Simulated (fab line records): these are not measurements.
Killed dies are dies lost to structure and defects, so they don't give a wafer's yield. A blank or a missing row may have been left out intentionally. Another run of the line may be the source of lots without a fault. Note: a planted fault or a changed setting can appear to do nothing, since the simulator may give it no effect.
fab line records    flow n5-finfet
record lots=4  wafers=12  last-day=18
route steps=1938 shown BEOL_M6@1238 BEOL_M7@1263 PASSIVATION@1936
lots that met no fault: from a run of the same line without faults
start-h: the number of hours between the record's first day and the start of the first shown wafer of the lot    wait-h: hours elapsed since this lot's preceding step    " repeats the value in the row above    L1.1+2: a row that stands for several wafers    - no value, or no start was given    * or withheld: withheld    < > ~ a bound
route shown NAME@n: NAME is a module with steps in the file, n the number in the route of the first one    usual: average and standard deviation across the fault-free wafers    same: alike in all rows    chamber/n: place in a boat    sites: the reading at each site    _std_site: how widely they spread, as a standard deviation    _edge_site: mean of outer sites minus mean of inner sites    radius-mm: how far each site lies from the wafer's centre    mask NAME#n: copy n    behind: the tool/chamber that last shaped the wafer    hold: the reason the lot was held/the length of the hold in hours/how it ended    device: the transistor (n, p or np) that didn't switch    end of line: the same wafers' tests at the end of the route    a step given without rows: its recipe and nothing more    killed: dies lost to structure and defects at the first sort, not the wafer's yield    map: dies across one wafer; x = killed, . = not, _ = none there
set.NAME: the setting the step ran with; set.NAME@STEP: the setting that earlier step ran with    model.NAME: the simulator's own value behind a step, which no gauge read
lots at selected steps of the route; one table per step, one row per wafer
## steps
# step N5_BEOL_M6_STRIP_36
# recipe chemistry=N2/H2  power-w=450  temp-c=40  pressure-mtorr=20  rf-frequency-hz=6e+07  overash-fraction=0.3  bias-power-w=7  h2-frac=0.5  n2-flow-sccm=200  h2-flow-sccm=200
# step N5_BEOL_M6_TRENCH_ETCH_37
# recipe chemistry=C4F6/O2  target-depth-a=944.35  target=SiCOH_lowk  time-s=31.5  ion-energy-ev=250  pressure-mtorr=30  source-w=345  bias-w=185  Ar_flow_sccm=300  C4F6_flow_sccm=10  O2_flow_sccm=10
# step N5_BEOL_M6_ETCH_41
# recipe chemistry=CH3F/O2  target=SiCN  target-depth-a=297  taper-deg=2  time-s=52  ion-energy-ev=120  mask-material=TiN  pressure-mtorr=30  source-w=395  bias-w=75  Ar_flow_sccm=150  CH3F_flow_sccm=30  O2_flow_sccm=20
# step N5_BEOL_M6_STRIP_80
# recipe chemistry=N2/H2  time-s=10  power-w=450  temp-c=40  pressure-mtorr=20  rf-frequency-hz=6e+07  bias-power-w=7  n2-flow-sccm=200  h2-flow-sccm=200
# step N5_BEOL_M6_HM_STRIP_39
# recipe chemistry=peroxide-tin-strip  material=TiN  target-depth-a=250  temp-c=50  time-s=158
# step N5_BEOL_M6_SRD_40
# recipe time-s=30  temp-c=23  rinse-liquid=diw  dry=ipa-marangoni
# step N5_BEOL_M6_PRECLEAN_42
# recipe chemistry=residue-remover  time-s=60  temp-c=40
# step N5_BEOL_M6_SRD_43
# recipe time-s=30  temp-c=23  rinse-liquid=diw  dry=ipa-marangoni
# step N5_BEOL_M6_CURE_75
# recipe temp-c=370  time-s=120  ambient=DMADMS/He  material=SiCOH_lowk
# step N5_BEOL_M6_DEGAS_44
# recipe ambient=vacuum  temp-c=250  time-s=60
# step N5_BEOL_M6_PRE_CLEAN_45
# recipe gas=H2/He  time-s=30  temp-c=250
# usual heater-power-w=338/33
lot.wafer  tool            chamber  start-h  wait-h  heater-power-w
L917.1     pvd-sputter-03  -        216.27   0.0     331
L917.2     "               -        "        "       269
L917.6     "               -        "        "       345
L920.3     pvd-sputter-03  -        233.30   0.0     336
L920.4     "               -        "        "       297
L920.5     "               -        "        "       296
L925.1     pvd-sputter-03  -        268.74   0.0     290
L925.2     "               -        "        "       339
L925.6     "               -        "        "       267
L935.1     pvd-sputter-01  -        330.34   0.0     309
L935.2     "               -        "        "       369
L935.3     "               -        "        "       326
# step N5_BEOL_M6_ALD_77
# recipe material=TaN  target-thk-a=20  temp-c=275  ald-precursor-family=PDMAT  ald-co-reactant=NH3  pressure-torr=3  carrier-flow-sccm=1500  pulse-time-s=2  purge-time-s=3  co-reactant-purge-time-s=2  co-reactant-pulse-time-s=3  ald-cycles=40  precursor-vessel-temp-c=75  precursor-vessel-pressure-torr=26.25  precursor-vessel-carrier-sccm=1000
# step N5_BEOL_M6_SURFACE_TREAT_79
# recipe gas=Ar  time-s=*  ion-energy-ev=*  ion-current-ma-cm2=0.5  pressure-mtorr=*  ar-flow-sccm=30
# step N5_BEOL_M6_CVD_78
# recipe material=Co  target-thk-a=20  temp-c=withheld  precursor=CCTBA/H2  pressure-torr=30  time-s=142.3
# step N5_BEOL_M6_SPUTTER_48
# recipe material=Cu  target-thk-a=100  temp-c=-20  bias-v=60  power-w=26000  chamber-pressure-pa=0.13  time-s=1.667
# step N5_BEOL_M6_ECD_50
# recipe material=Cu  target-thk-a=3000
# step N5_BEOL_M6_ANNEAL_51
# recipe temp-c=225  time-s=90  ambient=N2
# step N5_BEOL_M6_CMP_52
# recipe stop-on=SiCOH_lowk  t-overpolish-s=6.9  down-force-psi=1  platen-rpm=50  clearing-platen-down-force-psi=1.5  clearing-platen-rpm=50  post-cmp-clean=cu-alkaline  target-thk-nm=80  clearing-platen-pad-velocity-m-s=0.99484  pad-velocity-m-s=0.99484
# step N5_BEOL_M6_PRE_CLEAN_55
# recipe gas=NH3  time-s=15  temp-c=withheld  rf-power-w=300
# step N5_BEOL_M6_DEP_56
# recipe material=SiCN  target-thk-a=100  temp-c=withheld  precursor=3MS/NH3  pressure-torr=3  rf-w=202  time-s=17.5
# step N5_BEOL_M7_ILD_DEP_00
# recipe material=SiCOH_lowk  target-thk-a=1797.5  temp-c=300  precursor=DEMS/porogen  pressure-torr=5  rf-w=500  time-s=33.4
# step N5_BEOL_M7_CURE_74
# recipe temp-c=385  time-s=240  ambient=He/Ar  material=SiCOH_lowk
# step N5_BEOL_M7_PECVD_70
# recipe material=SiO2  target-thk-a=200  temp-c=400  precursor=TEOS/O2  pressure-torr=5.5  rf-w=450  teos-flow-sccm=53.8  gas=O2  flow-sccm=3000  time-s=22.7
# step N5_BEOL_M7_HM_DEP_02
# recipe material=TiN  target-thk-a=200  temp-c=25  chamber-pressure-pa=0.49996
# step N5_BEOL_M7_COAT_59
# recipe resist=SOC  temp-c=250  time-s=60  spin-rpm=1500  resist-thk-nm=100
# step N5_BEOL_M7_COAT_60
# recipe resist=SiARC  temp-c=220  time-s=60  spin-rpm=1500  resist-thk-nm=35
# step N5_BEOL_M7_COAT_05
# recipe resist=CAR-ArF  spin-rpm=1500  resist-thk-nm=90
# step N5_BEOL_M7_EBR_07
# recipe solvent=PGMEA  ebr-width-mm=1.5
# step N5_BEOL_M7_SOFTBAKE_06
# recipe temp-c=110  time-s=60  resist=CAR-ArF
# step N5_BEOL_M7_EXPOSE_08
# recipe mask-id=M7  na=1.35  source-shape=dipole  sigma-inner=0.817  sigma-outer=0.97  polarization=te  dose-mj=68.25
# step N5_BEOL_M7_PEB_09
# recipe peb-temp-c=withheld  peb-time-s=60  resist=CAR-ArF
# step N5_BEOL_M7_DEVELOP_10
# recipe develop-time-s=30  developer=TMAH  resist=CAR-ArF  rinse-liquid=diw  dry=air-spin  dev-temp-c=23
# step N5_BEOL_M7_DESCUM_16
# recipe chemistry=O2  time-s=7.9  source-power-w=50  bias-power-w=20  pressure-mtorr=20  rf-frequency-hz=2.712e+07  temp-c=40  resist=CAR-ArF  o2-flow-sccm=225
# step N5_PASSIVATION_PROBE_49
# usual defect-limited-yield=91.1/1.4  killed_at_M0_to_M3=34/11  killed_at_M4_up=14/5.6  killed-at-contacts=13/5.9  killed-at-front-end=40/11  killed-at-other=4/3.1  killed-dies=105/16  killed-open=68/11  killed-short=34/8.4  sort_bin_5_function=5.2/0.86  sort_bin_6_memory=3.2/0.7  sort_bin_8_speed=0.1/1.1  sort-n-pass=1074/21  sort-yield-pct=91.0/1.8
# same gross-dies=1180  killed-at-back-side=0  sort_bin_4_leakage[%]=0
lot.wafer  tool       chamber  start-h  wait-h  defect-limited-yield[%]  killed_at_M0_to_M3  killed_at_M4_up  killed-at-contacts  killed-at-front-end  killed-at-other  killed-dies  killed-open  killed-short  sort_bin_5_function[%]  sort_bin_6_memory[%]  sort_bin_8_speed[%]  sort-n-pass  sort-yield-pct[%]
L920.3     prober-01  -        317.55   0.1     84.3                     33                  96               8                   47                   1                185          69           33            10.0                    3.2                   0                    995          84.3
L920.4     prober-01  -        317.60   0.2     84.9                     31                  111              13                  23                   0                178          41           35            9.5                     3.7                   0.2                  1000         84.7
L920.5     prober-01  -        317.65   0.2     83.1                     30                  121              12                  36                   1                200          57           35            10.8                    4.4                   0                    980          83.1
L925.1     prober-02  -        353.82   0.0     84.0                     41                  106              8                   29                   5                189          62           28            10.8                    3.9                   0                    991          84.0
L925.2     prober-02  -        353.87   0.1     84.3                     38                  99               8                   36                   4                185          76           30            10.6                    3.8                   0                    995          84.3
L925.6     prober-02  -        354.07   0.3     79.9                     92                  100              7                   32                   6                237          84           59            12.6                    5.0                   0                    943          79.9
# killed by level:class
L920.3 BEOL_M6:unspecified=80 BEOL_M4:geometric-particle:open=11 FIN_SAQP:geometric-particle:open=10 BEOL_M1:geometric-particle:open=9 MOL_CONTACT_COAG:geometric-particle:open=7 BEOL_M0_SAQP:geometric-particle:open=7 GATE_CUT:geometric-particle:short=6 FIN_SAQP:geometric-particle:short=5
L920.4 BEOL_M6:unspecified=102 MOL_CONTACT_COAG:geometric-particle:open=11 BEOL_M1:geometric-particle:short=6 BEOL_M3:geometric-particle:short=6 BEOL_M0_SAQP:geometric-particle:open=5 BEOL_M3:geometric-particle:open=5 GATE_CUT:geometric-particle:open=4 GATE_CUT:geometric-particle:short=4
L920.5 BEOL_M6:unspecified=108 FIN_SAQP:geometric-particle:open=12 MOL_CONTACT_COAG:geometric-particle:open=8 BEOL_M1:geometric-particle:open=7 BEOL_M0_SAQP:geometric-particle:short=6 FIN_SAQP:geometric-particle:short=5 BEOL_M0:geometric-particle:open=5 BEOL_M4:geometric-particle:open=5
L925.1 BEOL_M6:unspecified=99 BEOL_M0_SAQP:geometric-particle:open=11 BEOL_M1:geometric-particle:open=10 BEOL_M2:geometric-particle:open=8 FIN_SAQP:geometric-particle:short=7 DUMMY_GATE:geometric-particle:open=7 BEOL_M0_SAQP:geometric-particle:short=6 MOL_CONTACT_COAG:geometric-particle:open=4
L925.2 BEOL_M6:unspecified=77 BEOL_M4:geometric-particle:open=12 BEOL_M1:geometric-particle:open=9 BEOL_M0_SAQP:geometric-particle:open=8 BEOL_M2:geometric-particle:open=8 FIN_SAQP:geometric-particle:open=7 DUMMY_GATE:geometric-particle:open=7 GATE_CUT:geometric-particle:short=6
L925.6 BEOL_M6:unspecified=93 BEOL_M0_SAQP:geometric-particle:short=34 BEOL_M0_SAQP:geometric-particle:open=24 BEOL_M2:geometric-particle:open=15 BEOL_M3:geometric-particle:open=8 FIN_SAQP:geometric-particle:short=7 STI_FIN_REVEAL:geometric-particle:open=7 BEOL_M1:geometric-particle:open=6
# map L920.5 (x killed, . not)
_________________........x...________________
______________...x...........x.._____________
___________..................x.....__________
__________......x...x.......xx......_________
________....x........................._______
_______.x.....................x........______
______..............................x..._____
_____.........x...........x..............____
____..............x...x...............x...___
___x.............................x.....x...__
___..x.....................xxx.......xx....__
__............x.x......xx.x................._
__.x.....................xxx...x............_
_x........x.............xxxxxxxxxx.....x.....
_..............x..x....x.xxx.xxxxx...........
_....x...............xxxxxxxxxxxxx..x.x.x....
_........x............xxxxxxxxxxx.xx...x.....
_...x..x............xx.xxxxxxxxxxx...x.......
_...................x.xxxxxxxxxxxxx...x......
_x.......x.........x....xxxxxxxx..x.x.x......
_.........x........x..x.xxxxxxxxxx...........
__..............x........xxxx.xx............_
__..x.....x...x.........x..xx..........x..x._
___...........x..................x.........__
___x..x...........................x.x.x....__
____.......x.xx...x.x.....................___
_____..........x..x..................x...____
______.....x....x.......x..............._____
_______.x...............x....x..x......______
________...x.........xx........x......_______
__________..............x..........._________
___________.xx......x....x.........__________
______________.x.x.............x_____________
_________________...x........________________
# map L925.6 (x killed, . not)
_________________............________________
______________.....x..x.x......._____________
___________........................__________
__________...x..x......x...xx......._________
________.x..x...x.....xx..x.x...xx.x.._______
_______......x...............xx.xx.....______
______...x................x............._____
_____x.........x.x.........x...x...x.....____
____...x...........x....x.x....x....x.....___
___.....x................x................x__
___..x..........x...x.x..x...x...x..xx.....__
__....x......xxx............................_
__.....x...x..........x.............x......._
_.....................x.....x.x......x.......
_..............x..........x....x.........x...
_.........................x.x........x......x
_....x.x...............x...x.........x.......
_.......xx......x..........x............x....
_......x....x.............x..x....xx.........
_.....x.......x..x..x.............x....x.....
_....xx.x............x...x..........x....x...
__..x..x......x................x....x.....x._
__..x............x...x...xxx.xxx.x.x........_
___.........x........x.xxxxxxxxxxx..x..x...__
___............x...........xxxxxxxxxx.x...x__
____...........x..x...xx..xxxxxxxxx.x..x..___
_____.......x......xx.x.xxxxxxxxxxxxx....____
______xx......x.........x.xxxxxxxxxx.x.._____
_______........x..........x.xxxxxxxxxx.______
________.......x........x.xxxxxxxx.xx._______
__________...x.x.........x.xxxxxxx.._________
___________..........x..x.xx.x..xxx__________
______________...x.....x....x..._____________
_________________......x.x...________________
## key
first-sign step=N5_PASSIVATION_PROBE_49  reading=killed_at_M4_up  direction=up  sigmas=16  usual=14  struck=106
effect step=N5_PASSIVATION_PROBE_49  reading=defect-limited-yield  direction=down  sigmas=5.6  usual=91.1  struck=83.4
more-kills-born-at N5_BEOL_M6_PRE_CLEAN_45@pvd-sputter-03=559
met-at N5_BEOL_M6_PRE_CLEAN_45
struck-wafers L920.3,L920.4,L920.5,L925.1,L925.2,L925.6
onset-between 216.27 233.30
fault kind=chamber-particle-source  tool=pvd-sputter-03  chamber=-  onset-h=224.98  steps=N5_BEOL_M6_PRE_CLEAN_45  rate-per-visit-cm2=0.48919  end-h=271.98
